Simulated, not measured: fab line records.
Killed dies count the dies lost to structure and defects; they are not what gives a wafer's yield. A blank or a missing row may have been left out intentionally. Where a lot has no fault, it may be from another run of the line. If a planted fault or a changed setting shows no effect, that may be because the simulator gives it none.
Struck lot and sound lot, side by side :: flow n5-finfet :: 11 out of 1938 route steps
Sound: these wafers, L970.1, L970.2, L970.4. Wafers struck: L963.2, L963.3, L963.6. At the end, the cause is stated.
Per side, at each step with rows, come the tool, then ch with its chambers, and then its first start. Under that, the readings that differ: sound wafers :: struck wafers :: difference of the means :: sigmas: that difference in standard deviations of wafers without a fault.
alike: readings whose means differ by less than 2 such deviations, and words and numbers that are the same on both sides. not compared: withheld readings, readings that some wafer has no value for, bounds like >300 that may hide the same value, and numbers for which the record gives no deviation and whose values overlap.
A row with sigmas, a row that says differs or no value, or rows on one side alone: a step with any of these is where the two part. Numbers that have no deviation but don't overlap get no sigmas and don't part them. Lack of a reading on every wafer of one side parts them only where that side has two or more wafers.

first, 9 steps without rows for these wafers: N5_BEOL_M11_DESCUM_33 (chemistry O2, time 7.9 s); N5_BEOL_M11_ETCH_65 (etches SiARC in CF4, target depth 39 nm, time 65 s); N5_BEOL_M11_ETCH_66 (etches SOC in N2/H2, target depth 120 nm, overetch 24 nm, time 180 s); N5_BEOL_M11_STRIP_69 (strips in N2/H2); N5_BEOL_M11_VIA_ETCH_34 (etches SiCOH lowk in C4F6/O2, target depth 184.5 nm, time 69.2 s); N5_BEOL_M11_STRIP_73 (strips in C4F6/O2); N5_BEOL_M11_STRIP_36 (strips in N2/H2); N5_BEOL_M11_TRENCH_ETCH_37 (etches SiCOH lowk in C4F6/O2, target depth 148.83 nm, time 48 s); N5_BEOL_M11_ETCH_41 (etches SiCN in CH3F/O2, target depth 42.6 nm, time 86 s).
N5_BEOL_M11_STRIP_77: strips in N2/H2, time 10 s.
  sound on rie-diel-02 ch 1,2,3, day 16 12:01; struck on rie-diel-01 ch 0,2,3, day 14 21:02
  no value came back on the struck wafers for any of 9 readings (bias-power-w (W), chamber-pressure-mTorr (mTorr) and others); on the sound wafers bias-power-w (W) reads 7.018 7.007 7.019
N5_PASSIVATION_PROBE_49:
  the record has rows for the struck wafers here (prober-01, day 16 09:26) and none for the sound ones

== WHERE THEY PART ==
Earliest at N5_BEOL_M11_STRIP_77; latest, in this record, at N5_PASSIVATION_PROBE_49.

WHY: what had been put in by the simulator
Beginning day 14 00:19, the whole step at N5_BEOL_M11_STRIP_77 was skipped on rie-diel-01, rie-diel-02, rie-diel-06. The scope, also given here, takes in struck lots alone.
